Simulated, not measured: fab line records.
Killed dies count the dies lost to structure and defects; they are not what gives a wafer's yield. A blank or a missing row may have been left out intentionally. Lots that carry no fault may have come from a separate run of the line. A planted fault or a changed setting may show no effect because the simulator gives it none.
Which tool was responsible? | flow nand-harc | Sampling: 13 lots, 39 wafers, 5 of 1159 route steps

## WHAT THE GAUGES READ, wafer by wafer
NHARC_A_ONON_D1_THK_MEAS_18: measures by ellipsometry. Usual: 998 nm for thk-nm, sd 9.2.
lot  | measured     | on            | thk-nm (nm)    | flag
L363 | day 8 03:15  | film-metro-01 | 1002 1001 1002 |
L362 | day 8 03:15  | film-metro-02 | 992 992 991    |
L365 | day 8 15:45  | film-metro-02 | 1003 1001 999  |
L366 | day 8 18:43  | film-metro-02 | 998 1000 999   |
L364 | day 8 22:07  | film-metro-02 | 1004 1004 1006 |
L368 | day 8 22:07  | film-metro-01 | 984 981 983    |
L371 | day 9 18:07  | film-metro-02 | 1000 1001 1002 |
L372 | day 10 13:14 | film-metro-02 | 1004 1004 1002 |
L373 | day 10 13:14 | film-metro-01 | 1001 999 999   |
L375 | day 11 04:16 | film-metro-02 | 1011 1013 1011 |
L376 | day 12 02:37 | film-metro-01 | 993 991 992    |
L381 | day 12 10:19 | film-metro-02 | 989 989 990    |
L384 | day 13 09:01 | film-metro-02 | 988 987 987    |

NHARC_A_CHANNEL_HOLE_D1_CD_MEAS_10: target cd 100 nm. Usual: 100.0 nm for cd-nm, sd 0.53.
lot  | measured     | on        | cd-nm (nm)       | flag
L363 | day 8 12:13  | cd-sem-03 | 100.0 99.7 99.2  |
L362 | day 8 13:16  | cd-sem-03 | 100.5 100.4 99.6 |
L365 | day 8 21:11  | cd-sem-03 | 100.3 99.4 100.1 |
L366 | day 9 00:23  | cd-sem-03 | 100.6 99.5 100.1 |
L364 | day 9 03:50  | cd-sem-03 | 99.9 100.4 99.4  |
L368 | day 9 04:41  | cd-sem-01 | 100.0 99.9 100.4 |
L371 | day 9 23:40  | cd-sem-01 | 100.1 100.1 99.7 |
L372 | day 10 21:29 | cd-sem-03 | 100.5 99.9 100.7 |
L373 | day 10 20:43 | cd-sem-01 | 99.5 99.9 99.2   |
L375 | day 11 10:02 | cd-sem-03 | 100.4 99.7 100.8 |
L376 | day 12 08:28 | cd-sem-01 | 99.4 99.3 100.8  |
L381 | day 12 17:20 | cd-sem-03 | 99.4 98.9 99.6   |
L384 | day 13 14:25 | cd-sem-02 | 99.9 99.7 98.8   |

NHARC_END_SORT_01. Usual: killed-at-array 26, standard deviation 11; killed-at-other 0.6, standard deviation 1; killed-at-periphery 3.1, standard deviation 2.1; killed-dies 30, standard deviation 11; killed-open 3.4, standard deviation 1.8; killed-short 2.1, standard deviation 1.5.
lot  | measured     | on        | killed-at-array | killed-at-other | killed-at-periphery | killed-dies | killed-open | killed-short | flag
L363 | day 20 16:59 | prober-01 | 21 26 27        | 0 0 1           | 5 3 5               | 26 29 33    | 5 3 4       | 2 4 2        |
L362 | day 20 01:25 | prober-01 | 24 37 24        | 0 1 0           | 5 1 2               | 29 39 26    | 6 4 4       | 1 2 1        |
L365 | day 19 19:59 | prober-01 | 33 26 29        | 0 1 1           | 3 1 3               | 36 28 33    | 4 3 4       | 1 3 2        |
L366 | day 20 17:45 | prober-02 | 18 27 26        | 0 0 0           | 4 7 5               | 22 34 31    | 6 5 6       | 3 4 3        |
L364 | day 20 09:11 | prober-01 | 16 15 9         | 0 1 0           | 4 3 4               | 20 19 13    | 3 4 5       | 3 2 0        |
L368 | day 21 16:07 | prober-01 | 32 26 27        | 1 0 0           | 0 3 3               | 33 29 30    | 2 4 4       | 2 1 2        |
L371 | day 21 08:16 | prober-01 | 17 24 21        | 2 4 1           | 3 4 2               | 22 32 24    | 4 5 3       | 2 7 5        |
L372 | day 21 22:23 | prober-02 | 24 25 21        | 0 1 0           | 3 7 1               | 27 33 22    | 5 5 3       | 2 5 0        |
L373 | day 21 15:22 | prober-02 | 31 19 34        | 2 0 1           | 2 6 5               | 35 25 40    | 2 3 5       | 4 2 5        |
L375 | day 22 06:52 | prober-01 | 34 50 43        | 0 0 0           | 1 2 0               | 35 52 43    | 4 2 3       | 0 3 3        |
L376 | day 23 11:49 | prober-01 | 14 16 15        | 0 0 2           | 0 1 0               | 14 17 17    | 4 1 1       | 2 1 4        |
L381 | day 23 22:02 | prober-01 | 55 45 45        | 0 3 0           | 3 1 6               | 58 49 51    | 4 4 0       | 1 0 0        |
L384 | day 24 11:25 | prober-02 | 33 46 45        | 1 0 0           | 5 3 3               | 39 49 48    | 5 3 6       | 3 5 2        |

## WHICH TOOL RAN EACH LOT (tool, then ch and the chambers of the sampled wafers, then the start)
lot  | NHARC_A_CHANNEL_HOLE_D1_SOFTBAKE_05 | NHARC_A_CHANNEL_HOLE_D1_ETCH_38
L363 | litho-track-01 ch 0, day 8 11:00    | rie-diel-08 ch 0,3, day 8 12:29
L362 | litho-track-06 ch 0, day 8 12:00    | rie-diel-08 ch 0,1,2, day 8 13:32
L365 | litho-track-01 ch 0, day 8 20:00    | rie-diel-10 ch 1,2, day 8 21:26
L366 | litho-track-01 ch 0, day 9 00:00    | rie-diel-10 ch 1,2,3, day 9 00:39
L364 | litho-track-06 ch 0, day 9 03:00    | rie-diel-10 ch 2,3, day 9 04:07
L368 | litho-track-01 ch 0, day 9 04:00    | rie-diel-08 ch 0,1,3, day 9 04:58
L371 | litho-track-01 ch 0, day 9 23:00    | rie-diel-01 ch 0,1,3, day 9 23:59
L372 | litho-track-01 ch 0, day 10 21:00   | rie-diel-10 ch 0,2, day 10 21:46
L373 | litho-track-04 ch 0, day 10 20:00   | rie-diel-08 ch 0,2,3, day 10 20:59
L375 | litho-track-06 ch 0, day 11 09:00   | rie-diel-01 ch 0,1,3, day 11 10:19
L376 | litho-track-04 ch 0, day 12 07:00   | rie-diel-08 ch 0,1, day 12 08:44
L381 | litho-track-04 ch 0, day 12 16:00   | rie-diel-08 ch 0,1,2, day 12 17:37
L384 | litho-track-04 ch 0, day 13 14:00   | rie-diel-01 ch 0,1,2, day 13 14:42
- NHARC_A_CHANNEL_HOLE_D1_SOFTBAKE_05: time 55 s.
- NHARC_A_CHANNEL_HOLE_D1_ETCH_38: etches the open film in CF4, target depth 39 nm, time 65 s.

## WHAT THE TOOLS THEMSELVES READ (means of the sampled wafers that have a number; where no wafer has one, the mark that the record gives instead)
NHARC_A_CHANNEL_HOLE_D1_SOFTBAKE_05. Usual: 188.45 W for heater-power-total-W, sd 0.13.
lot  | tool           | heater-power-total-W (W) | flag
L363 | litho-track-01 | 188.46                   |
L362 | litho-track-06 | 188.44                   |
L365 | litho-track-01 | 188.49                   |
L366 | litho-track-01 | 188.50                   |
L364 | litho-track-06 | 188.48                   |
L368 | litho-track-01 | 188.47                   |
L371 | litho-track-01 | 188.38                   |
L372 | litho-track-01 | 188.33                   |
L373 | litho-track-04 | 188.33                   |
L375 | litho-track-06 | 188.41                   |
L376 | litho-track-04 | 188.52                   |
L381 | litho-track-04 | 204.13                   | OFF
L384 | litho-track-04 | 204.13                   | OFF

NHARC_A_CHANNEL_HOLE_D1_ETCH_38. Usual: drypump-motor-current-A 5.7 A, standard deviation 0.46; oes-product-au 1.004 a.u., standard deviation 0.014; rf-vpp-V 151.2 V, standard deviation 1.2; showerhead-plenum-p-Torr 1.76 Torr, standard deviation 0.06; throttle-valve-pct 13.285 %, standard deviation 0.009.
lot  | tool        | drypump-motor-current-A (A) | oes-product-au (a.u.) | rf-vpp-V (V) | showerhead-plenum-p-Torr (Torr) | throttle-valve-pct (%) | flag
L363 | rie-diel-08 | 6.0                         | 0.997                 | 152.6        | 1.83                            | 13.277                 |
L362 | rie-diel-08 | 5.8                         | 1.010                 | 150.1        | 1.74                            | 13.276                 |
L365 | rie-diel-10 | 5.3                         | 1.014                 | 152.7        | 1.85                            | 13.283                 |
L366 | rie-diel-10 | 5.8                         | 1.011                 | 151.6        | 1.81                            | 13.292                 |
L364 | rie-diel-10 | 6.1                         | 1.003                 | 151.4        | 1.78                            | 13.286                 |
L368 | rie-diel-08 | 5.9                         | 1.001                 | 151.6        | 1.78                            | 13.294                 |
L371 | rie-diel-01 | 5.4                         | 1.006                 | 151.4        | 1.74                            | 13.280                 |
L372 | rie-diel-10 | 5.5                         | 1.001                 | 150.7        | 1.76                            | 13.284                 |
L373 | rie-diel-08 | 6.1                         | 0.996                 | 151.4        | 1.77                            | 13.287                 |
L375 | rie-diel-01 | 5.4                         | 1.001                 | 150.7        | 1.74                            | 13.288                 |
L376 | rie-diel-08 | 5.7                         | 1.010                 | 152.9        | 1.80                            | 13.287                 |
L381 | rie-diel-08 | 5.8                         | 1.013                 | 149.7        | 1.74                            | 13.295                 |
L384 | rie-diel-01 | 5.8                         | 0.997                 | 151.7        | 1.76                            | 13.279                 |

## THE ANSWER, worked out from the rows above alone
Rule: lot off if the mean of its wafers having a number is beyond 3 standard deviations from the usual mean. Also off: a lot with no number at a reading for which 4 or more lots have one. Where the step has rows for the other lots, those lots are counted as sound. First the gauges in route order, then the tools' own readings, where a lot's mean is used as printed above. At the first step where some lot is off, the reading lying furthest off is the one used; lots without a number count as furthest.
Off at NHARC_A_CHANNEL_HOLE_D1_SOFTBAKE_05 (heater-power-total-W): L381, L384.
A tool fits if, at that step or a process step before it, it ran every lot that is off, and no sound lot after the first of them. One fits: NHARC_A_CHANNEL_HOLE_D1_SOFTBAKE_05 on litho-track-04. Its last sound lot is L376 (day 12 07:00), its first lot that is off L381 (day 12 16:00): a fault that began between those two fits.
The tool's own readings at NHARC_A_CHANNEL_HOLE_D1_SOFTBAKE_05 bear it out: on the lots that are off they differ by more than 5 times the standard deviation of the sound lots' means. heater-power-total-W reads 204.13 W there against 188.44 W on the sound lots.

## WHAT WAS PUT IN BY THE SIMULATOR
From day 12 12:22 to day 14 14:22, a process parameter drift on litho-track-04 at NHARC_A_CHANNEL_HOLE_D1_SOFTBAKE_05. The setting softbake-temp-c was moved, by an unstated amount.
Struck lots among those shown: L381, L384. The same result came from the rule above.
